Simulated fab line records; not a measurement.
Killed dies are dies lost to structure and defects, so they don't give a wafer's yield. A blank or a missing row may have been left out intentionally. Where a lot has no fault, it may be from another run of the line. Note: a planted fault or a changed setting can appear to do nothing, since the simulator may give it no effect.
Struck lot and sound lot, side by side	flow n5Finfet	23 out of 1938 route steps
Sound: wafers L143.2, L143.3, L143.6. Struck: wafers L138.1, L138.3, L138.4. At the end, the cause is stated.
Order at every step that has rows: each side's tool, ch and its chambers, its first start. Under that, the readings that differ: sound wafers	struck wafers	difference of the means	sigmas: that difference in standard deviations of wafers without a fault.
alike: readings whose means differ by less than 2 such deviations, and words and numbers that are the same on both sides. not compared: withheld readings, readings that some wafer has no value for, bounds like >300 that may hide the same value, and numbers for which the record gives no deviation and whose values overlap.
Wherever a step has rows on one side only, a row that says differs or no value, or a row with sigmas, the two part there. Non-overlapping numbers with no deviation appear without sigmas and do not part them. A reading missing from all wafers of one side parts the sides only when that side holds two or more wafers.

first, 11 steps without rows for these wafers: N5_BEOL_M6_ETCH_62 (etches SOC in N2/H2, target depth 110 nm, overetch 22 nm, time 165 s); N5_BEOL_M6_STRIP_68 (strips in N2/H2); N5_BEOL_M6_STRIP_67 (strips in CF4); N5_BEOL_M6_HM_OPEN_17 (chemistry Cl2/BCl3, target TiN, target depth 20 nm, overetch 6 nm); N5_BEOL_M6_STRIP_19 (strips in O2); N5_BEOL_M6_COAT_63 (time 60 s, resist thk 60 nm); N5_BEOL_M6_COAT_64 (time 60 s, resist thk 12 nm); N5_BEOL_M6_COAT_71 (time 60 s, resist thk 5 nm); N5_BEOL_M6_COAT_22 (resist thk 30 nm); N5_BEOL_M6_EBR_24; N5_BEOL_M6_SOFTBAKE_23 (time 60 s).
N5_BEOL_M6_EXPOSE_25: exposes mask V5, target cd 40 nm.
  sound on euvScanner-02 ch 0, day 12 12:44; struck on euvScanner-01 ch 0, day 10 17:14
reading	sound	struck	difference	sigmas
exposureDoseMJCm2	44.92 44.97 44.88	45.45 45.46 45.46	+0.53	+11
  alike: mask, reticleTempC
then, 2 steps without rows for these wafers: N5_BEOL_M6_PEB_26 (peb time 60 s); N5_BEOL_M6_DEVELOP_27 (develop time 30 s).
N5_BEOL_M6_DESCUM_33: chemistry O2, time 7 s.
  sound on rieDiel-06 ch 0,1, day 12 12:59; struck on rieDiel-06 ch 0,2,3, day 10 17:39
reading	sound	struck	difference	sigmas
model.BEOL_M6.cdNm (nm)	39.8 40 39.8	40.6 40.4 40.2	+0.5	
  alike: drypumpMotorCurrentA, oesProductAu, rfVppV, showerheadPlenumPTorr, throttleValvePct
  not compared: rfHoursCounterH
then, 5 steps without rows for these wafers: N5_BEOL_M6_ETCH_72 (etches underlayer in N2/H2, target depth 6.5 nm, time 5.2 s); N5_BEOL_M6_ETCH_65 (etches SiARC in CF4, target depth 15.6 nm, time 26 s); N5_BEOL_M6_ETCH_66 (etches SOC in N2/H2, target depth 80 nm, overetch 16 nm, time 120 s); N5_BEOL_M6_STRIP_69 (strips in N2/H2); N5_BEOL_M6_STRIP_73 (strips in N2/H2).
N5_BEOL_M6_VIA_ETCH_34: etches SiCOH lowk in C4F6/O2, target depth 126.3 nm, time 50.9 s.
  sound on rieDiel-06 ch 0,1, day 12 13:10; struck on rieDiel-06 ch 0,2,3, day 10 17:50
  alike: drypumpMotorCurrentA, oesProductAu, rfVppV, showerheadPlenumPTorr, throttleValvePct, model.BEOL_M6.cdNm
  not compared: rfHoursCounterH
then, 1 step without rows for these wafers: N5_BEOL_M6_STRIP_76 (strips in C4F6/O2).
N5_PASSIVATION_PROBE_49:
  the record has rows for the sound wafers here (prober-02, day 16 09:01) and none for the struck ones

WHERE THEY PART
Last at N5_PASSIVATION_PROBE_49 as far as this record goes, first at N5_BEOL_M6_EXPOSE_25.

WHY: what had been put in by the simulator
Process parameters drifting: euvScanner-01 at N5_BEOL_M6_EXPOSE_25, beginning at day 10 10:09. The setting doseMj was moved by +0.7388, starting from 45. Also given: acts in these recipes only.
